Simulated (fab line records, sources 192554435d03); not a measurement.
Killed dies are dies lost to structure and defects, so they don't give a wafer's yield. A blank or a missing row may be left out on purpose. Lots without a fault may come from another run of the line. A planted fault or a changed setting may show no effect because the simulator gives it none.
Split-lot experiment | flow n5_finfet | 7 lots, 21 wafers read, on a route of 1938 steps

THE SPLIT
At N5_BEOL_M9_HM_DEP_02 (deposits TiN, target thk 20 nm), the setting target_thk_a was moved away from the recipe's 200 angstrom on 8 of the 21 wafers read, by -12.3% to +9.1%. The other wafers ran this setting at the recipe's value.

The reading is taken at the split's own step.

THE READING
TiN_of_BEOL_M9_HM_DEP_02.thk_nm (the simulator's own value, which no gauge read), in nm, at N5_BEOL_M9_HM_DEP_02 (deposits TiN, target thk 20 nm). The file gives no usual value for it. The 13 wafers here that ran the recipe average 20.1 nm, standard deviation 0.13 nm.

wafer  | tool, chamber at the split | target_thk_a as run, angstrom | against the recipe | TiN_of_BEOL_M9_HM_DEP_02.thk_nm, nm | against lot-mates on the recipe
L074.1 | pvd_sputter-03, -          | 200                           | recipe             | 20                                  | -
L074.3 | pvd_sputter-03, -          | 191.2                         | -4.4%              | 19.4                                | -0.6
L074.5 | pvd_sputter-03, -          | 191.2                         | -4.4%              | 19.2                                | -0.8
L080.2 | pvd_sputter-01, -          | 218.1                         | +9.1%              | 21.8                                | +1.6
L080.5 | pvd_sputter-01, -          | 200                           | recipe             | 20.2                                | -
L080.6 | pvd_sputter-01, -          | 200                           | recipe             | 20.2                                | -
L083.1 | pvd_sputter-01, -          | 200                           | recipe             | 20                                  | -
L083.2 | pvd_sputter-01, -          | 200                           | recipe             | 20                                  | -
L083.5 | pvd_sputter-01, -          | 200                           | recipe             | 20                                  | -
L086.3 | pvd_sputter-02, -          | 185.5                         | -7.3%              | 18.4                                | -1.6
L086.6 | pvd_sputter-02, -          | 185.5                         | -7.3%              | 18.4                                | -1.6
L086.4 | pvd_sputter-02, -          | 200                           | recipe             | 20                                  | -
L091.1 | pvd_sputter-03, -          | 175.7                         | -12.2%             | 17.8                                | -2.5
L091.2 | pvd_sputter-03, -          | 200                           | recipe             | 20.4                                | -
L091.5 | pvd_sputter-03, -          | 200                           | recipe             | 20.2                                | -
L093.3 | pvd_sputter-03, -          | 175.3                         | -12.3%             | 18                                  | -2.2
L093.5 | pvd_sputter-03, -          | 200                           | recipe             | 20.2                                | -
L093.6 | pvd_sputter-03, -          | 175.3                         | -12.3%             | 17.6                                | -2.6
L097.3 | pvd_sputter-02, -          | 200                           | recipe             | 20                                  | -
L097.4 | pvd_sputter-02, -          | 200                           | recipe             | 20                                  | -
L097.6 | pvd_sputter-02, -          | 200                           | recipe             | 20                                  | -

THE FIT
A straight line over all 21 wafers: TiN_of_BEOL_M9_HM_DEP_02.thk_nm changes by +0.193 nm for each +1% of target_thk_a; r = +0.99; the points scatter about the line by 0.16 nm.
The same after taking each lot's own level away (the mean of its wafers on the recipe; 21 wafers): +0.196 nm for each +1%; r = +0.99; scatter 0.12 nm.
On that fit, the largest move of target_thk_a shifts the reading by 2.4 nm.
The lots' own levels span 20.00 to 20.30 nm, that is 2.4 times the standard deviation above.
So the lot-to-lot level changes the slope little: the two slopes agree.
Check: with one of the wafers moved furthest among these (-12.3%) left out of the fit, the line predicts -2.5 nm for it against its lot-mates. It came out at -2.2 nm against them.

OTHER SPLITS ON THESE WAFERS
These wafers also went through other splits before the reading. Each is held against what the fit with the lots' levels taken away leaves over:
other split on the same wafers | wafers away from the commonest value | r with TiN_of_BEOL_M9_HM_DEP_02.thk_nm (lot level and that fit taken away)
N5_BEOL_M4_DESCUM_33 time_s    | 10                                   | +0.39
N5_BEOL_M4_DEP_57 time_s       | 6                                    | +0.40
N5_BEOL_M5_COAT_05 spin_rpm    | 9                                    | -0.31
N5_BEOL_M7_COAT_05 spin_rpm    | 9                                    | +0.17
N5_BEOL_M7_EXPOSE_08 dose_mj   | 7                                    | +0.03
N5_BEOL_M7_ALD_77 ald_cycles   | 7                                    | -0.01
N5_BEOL_M8_ILD_DEP_00 time_s   | 10                                   | +0.06

THE FILE'S OWN FIT
TiN_of_BEOL_M9_HM_DEP_02.thk_nm changes by +0.196 nm for each +1% of target_thk_a, r = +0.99.
